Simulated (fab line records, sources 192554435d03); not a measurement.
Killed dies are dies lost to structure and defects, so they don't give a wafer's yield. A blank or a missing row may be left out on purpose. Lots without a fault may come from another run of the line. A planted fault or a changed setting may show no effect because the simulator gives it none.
fab line records | flow n5_finfet
record lots=6 wafers=18 last_day=17
route steps=1938 shown BEOL_M7@1330 BEOL_M8@1332 PASSIVATION@1936
lots that met no fault: from a run of the same line without faults
start_h: hours from the record's first day to the start of the lot's first wafer shown | wait_h: hours since the lot's step before | " the same as in the row above | L1.1+2: a row that stands for several wafers | - no value, or no start given | * or withheld: withheld | < > ~ a bound
route shown NAME@n: a module of which the file shows steps, and the number in the route of the first | usual: mean/standard deviation of fault-free wafers | same: alike in all rows | chamber/n: place in a boat | sites: the reading at each site | _std_site: their standard deviation | _edge_site: outer sites' mean less inner sites' | radius_mm: how far each site lies from the wafer's centre | mask NAME#n: copy n | behind: the tool/chamber that last shaped the wafer | hold: why the lot was held/for how many hours/how that ended | device: the transistor (n, p or np) that didn't switch | end of line: the same wafers' tests at the end of the route | a step without rows: its recipe alone | killed: dies lost to structure and defects at the first sort, not the wafer's yield | map: a wafer's dies, x killed, . not, _ none there
set.NAME: the setting as run; set.NAME@STEP: as run at that earlier step | model.NAME: the simulator's own value behind a step, which no gauge read
lots at some steps of the route; a table a step, a row a wafer
services: from which hour (start_h, from the record's first day; less than 0 if before it) a tool's chamber was out of use, for how many hours, and why
## steps
# step N5_BEOL_M7_RS_MEAS_57
# recipe thk_meas_gauge=four-point-probe reads=Cu_of_BEOL_M7_ECD_50+Co_of_BEOL_M7_CVD_78+TaN_of_BEOL_M7_ALD_77
# usual M7_RS=0.290/0.0094
# columns lot.wafer tool chamber start_h wait_h M7_RS[ohm/sq]
L786.3 film_metro-01 - 213.94 0.1 0.296
L786.5 " - " " 0.305
L786.6 " - " " 0.292
L790.1 film_metro-01 - 235.65 0.1 0.300
L790.4 " - " " 0.275
L790.6 " - " " 0.278
L791.1 film_metro-01 - 246.68 0.1 0.299
L791.2 " - " " 0.287
L791.6 " - " " 0.291
L792.1 film_metro-01 - 253.29 0.1 0.279
L792.3 " - " " 0.290
L792.4 " - " " 0.282
L793.1 film_metro-01 - 254.70 0.1 0.269
L793.4 " - " " 0.285
L793.5 " - " " 0.287
L801.4 film_metro-01 - 312.76 0.0 0.293
L801.5 " - " " 0.289
L801.6 " - " " 0.284
# step N5_BEOL_M7_INSPECT_58
# recipe inspect_instrument=darkfield mode=post_dep
# usual raw_defect_count=68/23
# columns lot.wafer tool chamber start_h wait_h raw_defect_count
L786.3 defect_inspect-01 - 213.96 0.0 135
L786.5 " - " " 97
L786.6 " - " " 80
L790.1 defect_inspect-01 - 235.67 0.0 99
L790.4 " - " " 51
L790.6 " - " " 47
L791.1 defect_inspect-02 - 246.71 0.0 53
L791.2 " - " " 55
L791.6 " - " " 80
L792.1 defect_inspect-02 - 253.32 0.0 89
L792.3 " - " " 148
L792.4 " - " " 83
L793.1 defect_inspect-02 - 254.73 0.0 83
L793.4 " - " " 51
L793.5 " - " " 79
L801.4 defect_inspect-01 - 312.79 0.0 50
L801.5 " - " " 48
L801.6 " - " " 56
# step N5_BEOL_M8_ILD_DEP_00
# recipe material=SiCOH_lowk target_thk_a=1797.5 temp_c=300 precursor=DEMS/porogen pressure_torr=5 rf_w=500 time_s=33.4
# usual chamber_pressure_Torr=5.000/0.011 heater_power_w=320/50 showerhead_plenum_p_Torr=5.747/0.022 throttle_valve_pct=13.6/0.44
# columns lot.wafer tool chamber start_h wait_h chamber_pressure_Torr heater_power_w showerhead_plenum_p_Torr throttle_valve_pct
L786.3 pecvd-03 1 214.00 0.0 5.010 286 5.755 13.4
L786.5 " 1 " " 5.006 289 5.744 13.5
L786.6 " 0 " " 5.010 416 5.783 13.4
L790.1 pecvd-04 1 235.71 0.0 5.013 336 5.770 14.9
L790.4 " 1 " " 4.989 355 5.781 14.7
L790.6 " 0 " " 4.981 250 5.745 13.7
L791.1 pecvd-03 0 246.74 0.0 5.008 382 5.764 13.2
L791.2 " 1 " " 4.989 285 5.746 13.5
L791.6 " 0 " " 5.018 380 5.772 13.3
L792.1 pecvd-04 1 253.35 0.0 5.006 342 5.777 14.5
L792.3 " 0 " " 5.001 288 5.731 13.6
L792.4 " 1 " " 4.995 337 5.760 14.5
L793.1 pecvd-03 2 254.76 0.0 4.998 274 5.782 13.4
L793.4 " 2 " " 4.993 276 5.779 13.4
L793.5 " 0 " " 5.003 397 5.754 13.2
L801.4 pecvd-04 2 312.85 0.1 5.008 390 5.737 13.6
L801.5 " 0 " " 5.003 294 5.734 13.4
L801.6 " 1 " " 5.004 389 5.785 14.8
# step N5_BEOL_M8_CURE_74
# recipe temp_c=385 time_s=240 ambient=He/Ar material=SiCOH_lowk
# usual lamp_power_pct=52.31/0.056 wafer_temp_C_max=386.7/0.71
# columns lot.wafer tool chamber start_h wait_h lamp_power_pct wafer_temp_C_max
L786.3 uv_cure-01 0 214.56 0.5 52.27 387.8
L786.5 " 0 " " 52.33 387.4
L786.6 " 0 " " 52.25 389.2
L790.1 uv_cure-01 0 235.77 0.0 52.28 386.7
L790.4 " 0 " " 52.34 387.7
L790.6 " 0 " " 52.22 388.5
L791.1 uv_cure-01 2 246.81 0.0 52.33 386.0
L791.2 " 2 " " 52.30 385.8
L791.6 " 2 " " 52.28 385.7
L792.1 uv_cure-01 2 253.42 0.0 52.24 386.4
L792.3 " 2 " " 52.36 386.4
L792.4 " 2 " " 52.39 386.4
L793.1 uv_cure-03 2 254.83 0.0 52.28 386.2
L793.4 " 2 " " 52.37 386.4
L793.5 " 2 " " 52.34 386.9
L801.4 uv_cure-02 1 313.13 0.3 52.34 387.1
L801.5 " 1 " " 52.31 388.7
L801.6 " 1 " " 52.34 387.0
# step N5_BEOL_M8_THK_MEAS_01
# recipe reads=SiCOH_lowk_of_BEOL_M8_ILD_DEP_00
# usual M8_ILD_THK=154.7/1.8
# columns lot.wafer tool chamber start_h wait_h M8_ILD_THK[nm]
L786.3 film_metro-01 - 214.92 0.3 152.5
L786.5 " - " " 155.2
L786.6 " - " " 157.2
L790.1 film_metro-02 - 236.28 0.4 152.2
L790.4 " - " " 153.5
L790.6 " - " " 156.3
L791.1 film_metro-02 - 247.32 0.4 152.9
L791.2 " - " " 152.7
L791.6 " - " " 154.7
L792.1 film_metro-01 - 253.93 0.4 154.2
L792.3 " - " " 155.4
L792.4 " - " " 157.1
L793.1 film_metro-02 - 255.34 0.4 151.9
L793.4 " - " " 155.3
L793.5 " - " " 155.2
L801.4 film_metro-01 - 313.40 0.2 156.6
L801.5 " - " " 157.3
L801.6 " - " " 156.0
# step N5_BEOL_M8_PECVD_70
# recipe material=SiO2 target_thk_a=200 temp_c=400 precursor=TEOS/O2 pressure_torr=5.5 rf_w=450 teos_flow_sccm=53.8 gas=O2 flow_sccm=3000 time_s=22.7
# usual chamber_pressure_Torr=5.500/0.013 heater_power_w=738/92 showerhead_plenum_p_Torr=8.83/0.074 throttle_valve_pct=22.2/0.74
# columns lot.wafer tool chamber start_h wait_h chamber_pressure_Torr heater_power_w showerhead_plenum_p_Torr throttle_valve_pct
L786.3 pecvd-03 1 214.95 0.0 5.508 657 8.84 21.5
L786.5 " 2 " " 5.512 626 8.90 21.8
L786.6 " 1 " " 5.512 656 8.85 21.6
L790.1 pecvd-04 1 236.32 0.0 5.505 791 8.89 23.7
L790.4 " 0 " " 5.508 658 8.81 22.1
L790.6 " 2 " " 5.527 805 8.79 22.0
L791.1 pecvd-04 2 247.36 0.0 5.525 845 8.77 22.0
L791.2 " 0 " " 5.503 655 8.80 22.0
L791.6 " 0 " " 5.501 663 8.79 22.0
L792.1 pecvd-02 0 253.97 0.0 5.491 804 8.72 22.2
L792.3 " 0 " " 5.468 796 8.68 22.0
L792.4 " 1 " " 5.486 625 8.72 21.8
L793.1 pecvd-03 2 255.38 0.0 5.497 750 8.94 21.7
L793.4 " 2 " " 5.513 755 8.92 21.6
L793.5 " 0 " " 5.493 780 8.89 21.4
L801.4 pecvd-03 0 313.46 0.1 5.501 852 8.88 21.7
L801.5 " 2 " " 5.482 737 8.92 21.9
L801.6 " 1 " " 5.524 722 8.84 21.8
# step N5_BEOL_M8_HM_DEP_02
# recipe material=TiN target_thk_a=200 temp_c=25 chamber_pressure_pa=0.49996
# usual chamber_pressure_pa=0.5000/0.00099 substrate_temp_c=25.01/0.1 throttle_valve_pct=30.2/1.1
# columns lot.wafer tool chamber start_h wait_h chamber_pressure_pa substrate_temp_c throttle_valve_pct
L786.3 pvd_sputter-02 - 215.37 0.4 0.5005 25.06 27.7
L786.5 " - " " 0.4998 24.99 31.1
L786.6 " - " " 0.4996 24.93 31.0
L790.1 pvd_sputter-01 - 238.20 1.9 0.4993 25.03 31.4
L790.4 " - " " 0.5016 24.95 30.0
L790.6 " - " " 0.4986 24.93 30.9
L791.1 pvd_sputter-02 - 248.18 0.8 0.5012 25.07 31.0
L791.2 " - " " 0.4988 24.82 27.5
L791.6 " - " " 0.5002 24.81 27.7
L792.1 pvd_sputter-01 - 255.79 1.8 0.4989 25.12 31.7
L792.3 " - " " 0.5006 25.08 29.7
L792.4 " - " " 0.4993 25.00 28.7
L793.1 pvd_sputter-01 - 256.09 0.7 0.5016 25.25 30.8
L793.4 " - " " 0.4996 25.03 28.7
L793.5 " - " " 0.5002 24.98 29.8
L801.4 pvd_sputter-03 - 313.97 0.5 0.4992 24.94 31.0
L801.5 " - " " 0.4990 25.05 29.6
L801.6 " - " " 0.5002 24.75 29.8
# step N5_BEOL_M8_COAT_59
# recipe resist=SOC temp_c=250 time_s=60 spin_rpm=1500 resist_thk_nm=100
# step N5_BEOL_M8_COAT_60
# recipe resist=SiARC temp_c=220 time_s=60 spin_rpm=1500 resist_thk_nm=35
# step N5_BEOL_M8_COAT_05
# recipe resist=CAR-ArF spin_rpm=1500 resist_thk_nm=90
# step N5_BEOL_M8_EBR_07
# recipe solvent=PGMEA ebr_width_mm=1.5
# step N5_BEOL_M8_SOFTBAKE_06
# recipe temp_c=110 time_s=60 resist=CAR-ArF
# step N5_BEOL_M8_EXPOSE_08
# recipe mask_id=M8 na=1.35 source_shape=dipole sigma_inner=0.817 sigma_outer=0.97 polarization=te dose_mj=68.25
# usual stage_vel_mm_s=499.99/0.24
# columns lot.wafer tool chamber start_h wait_h mask stage_vel_mm_s model.BEOL_M8.overlay_x_nm
L786.3 arfi_scanner-01 0 215.63 - M8#0 499.72 -0.2
L786.5 " 0 " " M8#0 499.91 -0.2
L786.6 " 0 " " M8#0 500.04 -0.2
L790.1 arfi_scanner-01 0 238.57 - M8#0 500.24 19.2
L790.4 " 0 " " M8#0 500.02 19.2
L790.6 " 0 " " M8#0 499.79 19.2
L791.1 arfi_scanner-01 0 248.43 - M8#0 500.49 18.6
L791.2 " 0 " " M8#0 500.09 18.6
L791.6 " 0 " " M8#0 500.19 18.6
L792.1 arfi_scanner-02 0 256.15 - M8#0 500.10 -0.2
L792.3 " 0 " " M8#0 500.20 -0.2
L792.4 " 0 " " M8#0 500.30 -0.2
L793.1 arfi_scanner-02 0 256.33 - M8#0 500.12 0.2
L793.4 " 0 " " M8#0 499.74 0.2
L793.5 " 0 " " M8#0 499.89 0.2
L801.4 arfi_scanner-02 0 314.36 - M8#0 499.77 0.6
L801.5 " 0 " " M8#0 499.85 0.6
L801.6 " 0 " " M8#0 499.91 0.6
# step N5_BEOL_M8_PEB_09
# recipe peb_temp_c=withheld peb_time_s=60 resist=CAR-ArF
# step N5_BEOL_M8_DEVELOP_10
# recipe develop_time_s=30 developer=TMAH resist=CAR-ArF rinse_liquid=diw dry=air_spin dev_temp_c=23
# step N5_BEOL_M8_CD_MEAS_11
# recipe target_cd_nm=38.5 landing_energy_ev=500 detector=se_inlens polarity=opening
# usual cd_nm=38.2/0.48
# columns lot.wafer tool chamber start_h wait_h cd_nm
L786.3 cd_sem-03 0 215.75 - 37.7
L786.5 " 0 " " 38.1
L786.6 " 0 " " 39.0
L790.1 cd_sem-02 0 238.70 - 38.5
L790.4 " 0 " " 37.5
L790.6 " 0 " " 37.3
L791.1 cd_sem-01 0 248.56 - 38.0
L791.2 " 0 " " 38.1
L791.6 " 0 " " 38.0
L792.1 cd_sem-01 0 256.28 - 39.0
L792.3 " 0 " " 38.4
L792.4 " 0 " " 37.9
L793.1 cd_sem-01 0 256.46 - 38.4
L793.4 " 0 " " 37.7
L793.5 " 0 " " 38.9
L801.4 cd_sem-01 0 314.47 - 38.9
L801.5 " 0 " " 38.8
L801.6 " 0 " " 37.9
# step N5_BEOL_M8_OVL_MEAS_12
# recipe points_per_wafer=44
# usual M8_OVL=-0.3/0.79
# columns lot.wafer tool chamber start_h wait_h M8_OVL[nm]
L786.3 overlay-01 0 215.78 0.0 1.2
L786.5 " 0 " " -0.8
L786.6 " 0 " " -1.6
L790.1 overlay-01 0 238.73 0.0 19.4
L790.4 " 0 " " 19.9
L790.6 " 0 " " 19.6
L791.1 overlay-02 0 248.59 0.0 18.3
L791.2 " 0 " " 19.1
L791.6 " 0 " " 18.1
L792.1 overlay-02 0 256.31 0.0 -1.6
L792.3 " 0 " " -1.4
L792.4 " 0 " " -1.2
L793.1 overlay-02 0 256.49 0.0 -1.0
L793.4 " 0 " " 0.0
L793.5 " 0 " " -0.2
L801.4 overlay-02 0 314.50 0.0 0.3
L801.5 " 0 " " 1.0
L801.6 " 0 " " 1.4
# step N5_BEOL_M8_INSPECT_13
# recipe mode=adi inspect_instrument=brightfield
# usual raw_defect_count=384/85
# columns lot.wafer tool chamber start_h wait_h raw_defect_count
L786.3 defect_inspect-02 - 215.80 0.0 408
L786.5 " - " " 517
L786.6 " - " " 424
L790.1 defect_inspect-02 - 238.75 0.0 357
L790.4 " - " " 304
L790.6 " - " " 352
L791.1 defect_inspect-02 - 248.61 0.0 307
L791.2 " - " " 317
L791.6 " - " " 411
L792.1 defect_inspect-02 - 256.34 0.0 369
L792.3 " - " " 423
L792.4 " - " " 331
L793.1 defect_inspect-02 - 256.51 0.0 450
L793.4 " - " " 328
L793.5 " - " " 398
L801.4 defect_inspect-02 - 314.52 0.0 273
L801.5 " - " " 334
L801.6 " - " " 282
# step N5_PASSIVATION_PROBE_49
# usual defect_limited_yield=90.9/1.5 killed_at_M0_to_M3=36/10 killed_at_M4_up=13/5.5 killed_at_contacts=12/5.6 killed_at_front_end=42/12 killed_at_other=4/3.2 killed_dies=108/18 killed_open=71/13 killed_short=34/7.8 sort_bin_5_function=5.4/1 sort_bin_6_memory=3.4/0.68 sort_n_pass=1072/18 sort_yield_pct=90.9/1.5
# same gross_dies=1180 killed_at_back_side=0 sort_bin_4_leakage[%]=0 sort_bin_8_speed[%]=0
# columns lot.wafer tool chamber start_h wait_h defect_limited_yield[%] killed_at_M0_to_M3 killed_at_M4_up killed_at_contacts killed_at_front_end killed_at_other killed_dies killed_open killed_short sort_bin_5_function[%] sort_bin_6_memory[%] sort_n_pass sort_yield_pct[%]
L790.1 prober-01 - 313.44 0.0 89.6 31 18 12 61 1 123 77 39 5.9 3.8 1057 89.6
L790.4 prober-01 - 313.59 0.2 91.1 33 18 6 45 3 105 56 36 5.1 3.1 1075 91.1
L790.6 prober-01 - 313.69 0.3 91.6 26 21 18 33 1 99 68 27 5.4 2.7 1081 91.6
# killed by level:class
L790.1 STI_FIN_REVEAL:geometric_particle:open=16 MOL_CONTACT_COAG:geometric_particle:open=10 BEOL_M0_SAQP:geometric_particle:open=10 DUMMY_GATE:geometric_particle:open=9 BEOL_M0_SAQP:geometric_particle:short=8 BEOL_M4:geometric_particle:open=7 FIN_SAQP:geometric_particle:short=6 GATE_CUT:geometric_particle:short=5
L790.4 STI_FIN_REVEAL:geometric_particle:open=11 BEOL_M2:geometric_particle:open=8 BEOL_M4:geometric_particle:open=6 BEOL_M0_SAQP:geometric_particle:short=6 STARTING-WAFER:geometric_particle:short=5 FIN_SAQP:geometric_particle:open=4 MOL_CONTACT_COAG:geometric_particle:open=4 BEOL_M0_SAQP:geometric_particle:open=4
L790.6 STI_FIN_REVEAL:geometric_particle:open=13 MOL_CONTACT_COAG:geometric_particle:open=13 BEOL_M0_SAQP:geometric_particle:open=8 BEOL_M4:geometric_particle:open=8 BEOL_M2:geometric_particle:open=7 FIN_SAQP:geometric_particle:short=5 MOL_CONTACT_COAG:geometric_particle:short=5 BEOL_M3:geometric_particle:open=5
## services
# columns tool chamber start_h hours kind
pecvd-02 0 197.81 2.1 scheduled_down
uv_cure-02 - 198.27 0.5 repair
pecvd-02 1 199.94 16.5 scheduled_down
arfi_scanner-02 - 202.62 1.3 pm
pecvd-03 1 218.40 5.5 scheduled_down
uv_cure-01 - 222.49 1.4 repair
pecvd-03 0 224.32 5.5 scheduled_down
arfi_scanner-02 - 229.76 0.5 repair
pecvd-02 2 231.85 5.5 scheduled_down
arfi_scanner-01 - 234.10 1.3 pm
arfi_scanner-02 - 246.11 1.0 pm
arfi_scanner-01 0 256.83 - calibration
arfi_scanner-02 0 260.79 - calibration
uv_cure-02 - 268.20 2.1 pm
arfi_scanner-01 - 268.76 0.8 pm
pvd_sputter-02 - 279.52 3.8 repair
arfi_scanner-01 - 280.44 0.9 repair
pecvd-04 1 298.99 6.2 repair
arfi_scanner-02 - 301.11 0.8 pm
arfi_scanner-01 - 302.83 1.0 pm
pecvd-04 2 303.65 2.1 scheduled_down
## key
first_sign step=N5_BEOL_M8_OVL_MEAS_12 reading=M8_OVL direction=up sigmas=24 usual=-0.3 struck=19.1
effect none on later readings
model_effect step=N5_BEOL_M8_EXPOSE_08 value=BEOL_M8.overlay_x_nm without=0.3 struck=18.9
met_at N5_BEOL_M8_EXPOSE_08
struck_wafers L790.1,L790.4,L790.6,L791.1,L791.2,L791.6
onset_between 215.63 238.57
also_fits N5_BEOL_M8_PECVD_70:pecvd-04
fault kind=scanner_matching_overlay tool=arfi_scanner-01 chamber=- onset_h=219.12 steps=N5_BEOL_M8_EXPOSE_08 offset=18.576
